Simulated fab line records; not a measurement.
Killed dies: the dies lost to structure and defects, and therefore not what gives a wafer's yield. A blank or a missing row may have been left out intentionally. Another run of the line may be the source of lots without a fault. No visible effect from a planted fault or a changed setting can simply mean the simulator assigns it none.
Comparing a struck lot with a sound one || flow nand-harc || 42 out of 1159 route steps
Sound: these wafers, L434.1, L434.2, L434.3. Wafers L440.1, L440.2, L440.4 were the ones struck. At the end, the cause is stated.
For every step that has rows: the tool of each side, followed by ch and its chambers, followed by its first start. Under that, the readings that differ: sound wafers || struck wafers || difference of the means || sigmas: that difference in standard deviations of wafers without a fault.
alike: readings whose means differ by less than 2 such deviations, and words and numbers that are the same on both sides. not compared: withheld readings, readings that some wafer has no value for, bounds like >300 that may hide the same value, and numbers for which the record gives no deviation and whose values overlap.
A row with sigmas, a row that says differs or no value, or rows on one side alone: a step with any of these is where the two part. When numbers do not overlap yet have no deviation, they are printed without sigmas and do not part them. Lack of a reading on every wafer of one side parts them only where that side has two or more wafers.

first, 1 step without rows for these wafers: NHARC_A_CONTACT_ETCH_51 (etches the open film in O2/COS, target depth 3600 nm, time 936 s).
NHARC_A_CONTACT_ETCH_111: etches the open film in C4F8/O2/Ar, time 140 s, target depth 700 nm.
  sound on har-cap-etch-03 ch 0,1, day 16 00:00; struck on har-cap-etch-03 ch 0,1, day 18 22:26
  not compared: rf-hours-counter-h
then, 1 step without rows for these wafers: NHARC_A_CONTACT_ETCH_112 (etches the open film in C4F8/O2/Ar, time 94 s, target depth 922 nm).
NHARC_A_CONTACT_ETCH_113: etches the open film in C4F8/O2/Ar, time 94 s, target depth 922 nm.
  sound on har-cap-etch-03 ch 0,1, day 16 00:17; struck on har-cap-etch-03 ch 0,1, day 18 22:43
  not compared: rf-hours-counter-h
NHARC_A_CONTACT_ETCH_114: etches the open film in C4F8/O2/Ar, time 94 s, target depth 922 nm.
  sound on har-cap-etch-03 ch 0,1, day 16 00:23; struck on har-cap-etch-03 ch 0,1, day 18 22:49
  not compared: rf-hours-counter-h
then, 7 steps without rows for these wafers: NHARC_A_CONTACT_ETCH_115 (etches the open film in C4F8/O2/Ar, time 94 s, target depth 922 nm); NHARC_A_CONTACT_ETCH_116 (etches the open film in C4F8/O2/Ar, time 94 s, target depth 922 nm); NHARC_A_CONTACT_ETCH_117 (etches the open film in C4F8/O2/Ar, time 94 s, target depth 922 nm); NHARC_A_CONTACT_ETCH_118 (etches the open film in C4F8/O2/Ar, time 94 s, target depth 922 nm); NHARC_A_CONTACT_ETCH_119 (etches the open film in C4F8/O2/Ar, time 94 s, target depth 922 nm); NHARC_A_CONTACT_ETCH_120 (etches the open film in C4F8/O2/Ar, time 94 s, target depth 922 nm); NHARC_A_CONTACT_ETCH_121 (etches the open film in C4F8/O2/Ar, time 94 s, target depth 922 nm).
NHARC_A_CONTACT_ETCH_122: etches the open film in C4F8/O2/Ar, time 95 s, target depth 930 nm.
  sound on har-cap-etch-03 ch 0,1, day 16 01:07; struck on har-cap-etch-03 ch 0,1, day 18 23:32
  not compared: rf-hours-counter-h
then, 3 steps without rows for these wafers: NHARC_A_CONTACT_ETCH_123 (etches the open film in C4F8/O2/Ar, time 253 s, target depth 1090 nm); NHARC_A_CONTACT_ETCH_90 (etches the open film in CH3F/O2, target depth 40 nm, time 85.7 s); NHARC_A_CONTACT_ETCH_96 (etches the open film in C4F6/O2, target depth 20 nm, time 10 s).
NHARC_A_CONTACT_CD_MEAS_53:
  struck on cd-sem-03, day 19 00:28; sound on cd-sem-02, day 16 02:03
  alike: cd-nm
then, 6 steps without rows for these wafers: NHARC_A_CONTACT_STRIP_99 (strips in N2/H2); NHARC_A_CONTACT_STRIP_100 (strips in CF4/CHF3); NHARC_A_CONTACT_STRIP_101 (strips in O2/COS); NHARC_A_CONTACT_ETCH_102 (etches the open film in CF4/O2, target depth 70 nm, overetch 7 nm, time 38.5 s); NHARC_A_CONTACT_STRIP_55 (strips in O2); NHARC_A_CONTACT_STRIP_56 (strips in post etch residue remover, time 600 s).
NHARC_A_CONTACT_DEP_57: deposits aC, target thk 2800 nm.
  sound on acl-dep-02 ch 0, day 16 05:50; struck on acl-dep-02 ch 0, day 19 01:25
  alike: throttle-valve-pct
then, 11 steps without rows for these wafers: NHARC_A_CONTACT_DEP_58 (deposits SiON, target thk 60 nm); NHARC_A_CONTACT_DEHYDRATE_59 (time 120 s); NHARC_A_CONTACT_HMDS_60 (time 30 s); NHARC_A_CONTACT_COAT_61 (time 75 s); NHARC_A_CONTACT_COAT_62 (time 65 s); NHARC_A_CONTACT_COAT_63 (resist thk 90 nm); NHARC_A_CONTACT_SOFTBAKE_64 (time 55 s); NHARC_A_CONTACT_EBR_65; NHARC_A_CONTACT_EXPOSE_66 (exposes mask A CC 2); NHARC_A_CONTACT_PEB_67 (peb time 65 s); NHARC_A_CONTACT_DEVELOP_68 (develop time 35 s).
NHARC_A_CONTACT_CD_MEAS_69 targets a cd of 200 nm.
  sound on cd-sem-01 ch 0, day 16 08:18; struck on cd-sem-03 ch 0, day 19 03:45
  alike: cd-nm
NHARC_A_CONTACT_OVL_MEAS_70:
  struck on overlay-01, day 19 03:50; sound on overlay-02, day 16 08:23
  alike: overlay-x-nm, overlay-y-nm
then, 2 steps without rows for these wafers: NHARC_A_CONTACT_DESCUM_74 (chemistry O2, time 3 s); NHARC_A_CONTACT_ETCH_75 (etches the open film in CF4, target depth 39 nm, time 65 s).
NHARC_A_CONTACT_ETCH_76: etches the open film in N2/H2, target depth 260 nm, time 475.3 s.
  sound: rie-diel-07 ch 0,2,3; struck: rie-diel-07 ch 0,2,3
{"reading": "rf-hours-counter-h (h)", "sound": "28 25 26", "struck": "4 5 4", "difference": -22, "sigmas": ""}
  alike: drypump-motor-current-A, oes-product-au, rf-vpp-V, showerhead-plenum-p-Torr, throttle-valve-pct
then, 1 step without rows for these wafers: NHARC_A_CONTACT_ETCH_77 (etches the open film in CF4/CHF3, target depth 72.6 nm, time 36.3 s).
-- break in the record here, with 3 days between the starts of the struck wafers on either side (left off in module A_CONTACT, picked up again in module END, where the first step shown is number 1159 on the route) --
NHARC_END_SORT_01:
  at this point the record logs the struck wafers (prober-02 ch 0, day 21 19:29) and has no rows for the sound ones

## WHERE THEY PART
Within this record, at NHARC_END_SORT_01 only.

WHY: the cause the simulator had injected
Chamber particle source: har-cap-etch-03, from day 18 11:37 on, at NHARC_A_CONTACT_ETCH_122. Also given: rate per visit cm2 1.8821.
